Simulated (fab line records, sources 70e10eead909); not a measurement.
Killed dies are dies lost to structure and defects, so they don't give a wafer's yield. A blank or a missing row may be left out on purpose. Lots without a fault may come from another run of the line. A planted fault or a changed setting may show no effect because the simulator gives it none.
Chamber matching | flow nand_harc | NHARC_A_CONTACT_ETCH_96 on rie_diel-07: 4 sister chambers
The step etches the open film in C4F6/O2, target depth 20 nm, time 10 s. 8 wafers are shown with their chamber, then 8 later ones without.

WAFERS WITH THEIR CHAMBER
wafer  | chamber | drypump_motor_current_A (A) | showerhead_plenum_p_Torr (Torr)
L543.4 | 1       | 5.7                         | 4.00
L543.6 | 3       | 6.1                         | 3.66
L548.5 | 0       | 5.0                         | 4.13
L548.6 | 1       | 5.8                         | 4.00
L549.1 | 0       | 5.0                         | 4.13
L549.5 | 2       | 5.6                         | 4.23
L549.6 | 3       | 6.1                         | 3.65
L550.1 | 2       | 5.6                         | 4.23

WAFERS WITHOUT THEIR CHAMBER
wafer  | drypump_motor_current_A (A) | showerhead_plenum_p_Torr (Torr)
L550.2 | 6.1                         | 3.65
L550.3 | 5.7                         | 4.00
L558.1 | 6.1                         | 3.65
L558.3 | 5.5                         | 4.22
L558.5 | 5.5                         | 4.22
L557.4 | 6.1                         | 3.65
L557.5 | 6.1                         | 3.65
L557.6 | 5.5                         | 4.22

WHICH CHAMBER EACH WENT THROUGH
wafer  | from the rows above | in truth
L550.2 | 3                   | 3
L550.3 | 1                   | 1
L558.1 | 3                   | 3
L558.3 | 2                   | 2
L558.5 | 2                   | 2
L557.4 | 3                   | 3
L557.5 | 3                   | 3
L557.6 | 2                   | 2
Placed correctly: 8 of 8. Can't be placed from these rows: 0. Placed wrongly: 0.
How it was worked out, from the rows above alone: a wafer's distance from a chamber is the root of the sum, over the readings, of the square of ((its reading less the chamber's mean) divided by the reading's scatter). The wafer belongs to the nearest chamber; if the next one is less than 2 further off, it can't be placed. A chamber's mean is the mean of its shown wafers. The scatter: the root of (the sum of the squares of (reading less its chamber's mean) over the shown wafers, divided by (wafers less chambers)).
